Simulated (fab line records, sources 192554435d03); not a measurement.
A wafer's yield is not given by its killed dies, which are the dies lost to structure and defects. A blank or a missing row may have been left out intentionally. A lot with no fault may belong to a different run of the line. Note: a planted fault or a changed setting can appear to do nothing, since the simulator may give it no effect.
Matching of chambers / flow n5Finfet / rieDiel-02 running N5_STI_FIN_REVEAL_STRIP_24: 4 sister chambers
The step strips in N2/H2, time 90 s. 16 wafers are shown with their chamber, then 8 later ones without.

## WAFERS PAIRED WITH THEIR CHAMBERS
wafer=L075.2; chamber=1; showerheadPlenumPTorr (Torr)=3.41; drypumpMotorCurrentA (A)=5.2; throttleValvePct (%)=12.07
wafer=L075.4; chamber=2; showerheadPlenumPTorr (Torr)=3.22; drypumpMotorCurrentA (A)=5.3; throttleValvePct (%)=12.56
wafer=L075.6; chamber=3; showerheadPlenumPTorr (Torr)=3.54; drypumpMotorCurrentA (A)=5.1; throttleValvePct (%)=12.60
wafer=L081.1; chamber=2; showerheadPlenumPTorr (Torr)=3.22; drypumpMotorCurrentA (A)=5.3; throttleValvePct (%)=12.61
wafer=L081.2; chamber=0; showerheadPlenumPTorr (Torr)=3.26; drypumpMotorCurrentA (A)=6.2; throttleValvePct (%)=12.11
wafer=L081.6; chamber=2; showerheadPlenumPTorr (Torr)=3.22; drypumpMotorCurrentA (A)=5.3; throttleValvePct (%)=12.60
wafer=L083.2; chamber=1; showerheadPlenumPTorr (Torr)=3.41; drypumpMotorCurrentA (A)=5.2; throttleValvePct (%)=12.10
wafer=L083.4; chamber=2; showerheadPlenumPTorr (Torr)=3.21; drypumpMotorCurrentA (A)=5.3; throttleValvePct (%)=12.61
wafer=L083.6; chamber=1; showerheadPlenumPTorr (Torr)=3.40; drypumpMotorCurrentA (A)=5.2; throttleValvePct (%)=12.10
wafer=L087.2; chamber=0; showerheadPlenumPTorr (Torr)=3.25; drypumpMotorCurrentA (A)=6.1; throttleValvePct (%)=12.17
wafer=L087.3; chamber=1; showerheadPlenumPTorr (Torr)=3.40; drypumpMotorCurrentA (A)=5.2; throttleValvePct (%)=12.13
wafer=L087.6; chamber=3; showerheadPlenumPTorr (Torr)=3.52; drypumpMotorCurrentA (A)=5.1; throttleValvePct (%)=12.65
wafer=L088.2; chamber=1; showerheadPlenumPTorr (Torr)=3.40; drypumpMotorCurrentA (A)=5.3; throttleValvePct (%)=12.15
wafer=L088.3; chamber=2; showerheadPlenumPTorr (Torr)=3.21; drypumpMotorCurrentA (A)=5.3; throttleValvePct (%)=12.64
wafer=L088.4; chamber=0; showerheadPlenumPTorr (Torr)=3.25; drypumpMotorCurrentA (A)=6.2; throttleValvePct (%)=12.17
wafer=L089.1; chamber=1; showerheadPlenumPTorr (Torr)=3.40; drypumpMotorCurrentA (A)=5.3; throttleValvePct (%)=12.14

SIGNATURES, as means of the wafers listed above
reading=showerheadPlenumPTorr; chamber 0=3.2533; chamber 1=3.4033; chamber 2=3.2160; chamber 3=3.5300; scatter within a chamber=0.00658
reading=drypumpMotorCurrentA; chamber 0=6.167; chamber 1=5.233; chamber 2=5.300; chamber 3=5.100; scatter within a chamber=0.0408
reading=throttleValvePct; chamber 0=12.1500; chamber 1=12.1150; chamber 2=12.6040; chamber 3=12.6250; scatter within a chamber=0.031
Rule: distance of a wafer from a chamber = root of the sum over the readings of ((wafer's reading minus chamber's mean) / reading's scatter) squared. The wafer belongs to the nearest chamber; if the next one is less than 2 further off, it can't be placed. How the scatter is found: for the shown wafers, subtract from each reading the mean of its chamber, square and add these, divide the total by (wafers less chambers), then take the root.

## WAFERS WHOSE CHAMBER IS MISSING
wafer=L089.4; showerheadPlenumPTorr (Torr)=3.52; drypumpMotorCurrentA (A)=5.1; throttleValvePct (%)=12.65
wafer=L089.6; showerheadPlenumPTorr (Torr)=3.21; drypumpMotorCurrentA (A)=5.3; throttleValvePct (%)=12.64
wafer=L094.3; showerheadPlenumPTorr (Torr)=3.52; drypumpMotorCurrentA (A)=5.1; throttleValvePct (%)=12.69
wafer=L094.5; showerheadPlenumPTorr (Torr)=3.39; drypumpMotorCurrentA (A)=5.2; throttleValvePct (%)=12.17
wafer=L094.6; showerheadPlenumPTorr (Torr)=3.20; drypumpMotorCurrentA (A)=5.3; throttleValvePct (%)=12.66
wafer=L095.2; showerheadPlenumPTorr (Torr)=3.20; drypumpMotorCurrentA (A)=5.3; throttleValvePct (%)=12.66
wafer=L095.5; showerheadPlenumPTorr (Torr)=3.52; drypumpMotorCurrentA (A)=5.1; throttleValvePct (%)=12.69
wafer=L095.6; showerheadPlenumPTorr (Torr)=3.24; drypumpMotorCurrentA (A)=6.1; throttleValvePct (%)=12.21

## THE CHAMBER EACH PASSED THROUGH
wafer=L089.4; from the rows above=3; in truth=3
wafer=L089.6; from the rows above=2; in truth=2
wafer=L094.3; from the rows above=3; in truth=3
wafer=L094.5; from the rows above=1; in truth=1
wafer=L094.6; from the rows above=2; in truth=2
wafer=L095.2; from the rows above=2; in truth=2
wafer=L095.5; from the rows above=3; in truth=3
wafer=L095.6; from the rows above=0; in truth=0
Correctly placed: 8 of 8. Number that these rows cannot place: 0. Wrongly placed: 0.
